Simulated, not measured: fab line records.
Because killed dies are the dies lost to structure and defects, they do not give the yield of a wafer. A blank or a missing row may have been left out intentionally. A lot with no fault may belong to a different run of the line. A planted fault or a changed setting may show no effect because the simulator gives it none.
Struck lot and sound lot, side by side	flow nand harc	18 out of 1159 route steps
Sound: wafers L632.3, L632.4, L632.6. Wafers struck: L648.2, L648.4, L648.5. Last of all comes the cause.
Per side, at each step with rows, come the tool, then ch with its chambers, and then its first start. Under that, the readings that differ: sound wafers	struck wafers	difference of the means	sigmas: that difference in standard deviations of wafers without a fault.
alike: same words and numbers on both sides, and readings whose means sit less than 2 such deviations apart. not compared: any withheld reading, any reading some wafer has no value for, any bound like >300 that may hide the same value, and any number with overlapping values for which the record gives no deviation.
The two part at a step that has a row with sigmas, a row that says differs or no value, or rows on one side only. When numbers do not overlap yet have no deviation, they are printed without sigmas and do not part them. A reading missing from all wafers of one side parts the sides only when that side holds two or more wafers.

NHARC_P_GATE_CD_MEAS_46: the cd target is 720 nm.
  sound on cd sem-02 ch 0, day 5 03:58; struck on cd sem-01 ch 0, day 9 02:31
  alike: cd nm
then, 1 step without rows for these wafers: NHARC_P_GATE_HARDBAKE_47 (time 80 s).
NHARC_P_GATE_DESCUM_48: chemistry O2, time 3 s.
  sound on rie diel-11 ch 1,3, day 5 04:08; struck on rie diel-12 ch 1,3, day 9 02:40
  alike: drypump motor current A, oes product au, rf vpp V, showerhead plenum p Torr, throttle valve pct
  not compared: rf hours counter h
next, for these wafers, 1 step has no rows: NHARC_P_GATE_IMPLANT_49.
NHARC_P_GATE_STRIP_111: strips in N2/H2, time 250 s.
  sound on plasma asher-02 ch 0,1, day 5 04:38; struck on plasma asher-02 ch 0,1, day 9 03:10
  alike: drypump motor current A, heater power w
  not compared: rf hours counter h
NHARC_P_GATE_STRIP_75: strips in O2.
  sound on plasma asher-02 ch 0,1, day 5 04:51; struck on plasma asher-02 ch 0,1, day 9 03:28
  alike: drypump motor current A, heater power w
  not compared: rf hours counter h
then, 6 steps without rows for these wafers: NHARC_P_GATE_STRIP_50 (strips in SPM, time 900 s); NHARC_P_GATE_DEHYDRATE_51 (time 120 s); NHARC_P_GATE_HMDS_52 (time 30 s); NHARC_P_GATE_COAT_53; NHARC_P_GATE_SOFTBAKE_54 (time 95 s); NHARC_P_GATE_EBR_55.
NHARC_P_GATE_EXPOSE_56: exposes mask P PSD, target cd 720 nm.
  sound on krf scanner-03 ch 0, day 5 05:37; struck on krf scanner-04 ch 0, day 9 04:14
reading	sound	struck	difference	sigmas
mask	P_PSD#0 P_PSD#0 P_PSD#0	P_NSD#0 P_NSD#0 P_NSD#0	differs	
  alike: focus offset nm
then, 2 steps without rows for these wafers: NHARC_P_GATE_PEB_57 (peb time 85 s); NHARC_P_GATE_DEVELOP_58 (time 70 s).
NHARC_P_GATE_CD_MEAS_59: the cd target is 720 nm.
  sound on cd sem-01 ch 0, day 5 05:46; struck on cd sem-02 ch 0, day 9 04:23
reading	sound	struck	difference	sigmas
cd nm (nm)	720.4 720.0 722.0	- - -	no value on the struck wafers	
then, 1 step without rows for these wafers: NHARC_P_GATE_HARDBAKE_60 (time 80 s).
-- break in the record here, with 14 days between the starts of the struck wafers on either side (left off in module P_GATE, picked up again in module END, where the first step shown is number 1159 on the route) --
NHARC_END_SORT_01:
  at this point the record logs the struck wafers (prober-01 ch 0, day 23 05:09) and has no rows for the sound ones

== WHERE THEY PART ==
Last at NHARC_END_SORT_01 as far as this record goes, first at NHARC_P_GATE_EXPOSE_56.

WHY: the cause the simulator had injected
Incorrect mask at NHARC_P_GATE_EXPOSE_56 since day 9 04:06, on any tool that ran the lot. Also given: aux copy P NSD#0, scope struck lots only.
